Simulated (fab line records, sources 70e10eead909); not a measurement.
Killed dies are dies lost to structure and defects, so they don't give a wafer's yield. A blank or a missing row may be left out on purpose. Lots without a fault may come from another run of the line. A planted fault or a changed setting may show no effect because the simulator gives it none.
Chamber matching | flow nand_harc | NHARC_A_STAIRCASE_ALD_420 on ald_hk-03: 4 sister chambers
The step deposits SiO2, target thk 20 nm, pulse time 6 s, ald cycles 200. 20 wafers are shown with their chamber, then 10 later ones without.

WAFERS WITH THEIR CHAMBER
wafer  | chamber | heater_power_w (W) | precursor_pulse_height_rel
L077.2 | 0       | 413                | 1.026
L077.5 | 3       | 439                | 0.999
L077.6 | 0       | 422                | 0.998
L084.2 | 3       | 450                | 0.995
L084.3 | 2       | 472                | 0.985
L084.6 | 0       | 403                | 0.990
L086.2 | 1       | 477                | 1.016
L086.3 | 3       | 438                | 0.967
L086.5 | 2       | 468                | 0.972
L086.1 | 0       | 419                | 1.006
L086.4 | 2       | 462                | 1.009
L086.6 | 1       | 491                | 1.012
L087.2 | 3       | 441                | 0.977
L087.4 | 0       | 418                | 1.006
L087.5 | 2       | 465                | 0.992
L089.3 | 1       | 488                | 0.991
L089.4 | 0       | 418                | 0.974
L089.5 | 1       | 477                | 0.979
L090.2 | 2       | 466                | 1.025
L090.4 | 0       | 417                | 1.001

SIGNATURES (means of the wafers above)
reading                    | chamber 0 | chamber 1 | chamber 2 | chamber 3 | scatter within a chamber
heater_power_w             | 415.71    | 483.25    | 466.60    | 442.00    | 5.8
precursor_pulse_height_rel | 1.00014   | 0.99950   | 0.99660   | 0.98450   | 0.0174
Rule: a wafer's distance from a chamber is the root of the sum, over the readings, of the square of ((its reading less the chamber's mean) divided by the reading's scatter). The wafer belongs to the nearest chamber; if the next one is less than 2 further off, it can't be placed. The scatter: the root of (the sum of the squares of (reading less its chamber's mean) over the shown wafers, divided by (wafers less chambers)).

WAFERS WITHOUT THEIR CHAMBER
wafer  | heater_power_w (W) | precursor_pulse_height_rel
L090.5 | 452                | 1.031
L090.1 | 484                | 1.009
L090.3 | 445                | 0.985
L090.6 | 468                | 0.981
L092.1 | 453                | 0.972
L092.2 | 445                | 1.006
L092.5 | 454                | 0.994
L093.3 | 490                | 1.027
L093.5 | 412                | 0.979
L093.6 | 498                | 0.996

WHICH CHAMBER EACH WENT THROUGH
wafer  | from the rows above     | in truth
L090.5 | can't be placed: 3 or 2 | 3
L090.1 | 1                       | 1
L090.3 | 3                       | 3
L090.6 | can't be placed: 2 or 1 | 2
L092.1 | can't be placed: 3 or 2 | 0
L092.2 | 3                       | 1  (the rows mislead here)
L092.5 | can't be placed: 3 or 2 | 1
L093.3 | 1                       | 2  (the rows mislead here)
L093.5 | 0                       | 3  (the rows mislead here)
L093.6 | 1                       | 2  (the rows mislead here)
Placed correctly: 2 of 10. Can't be placed from these rows: 4 (the true chamber is among the candidates in 2). Placed wrongly: 4.
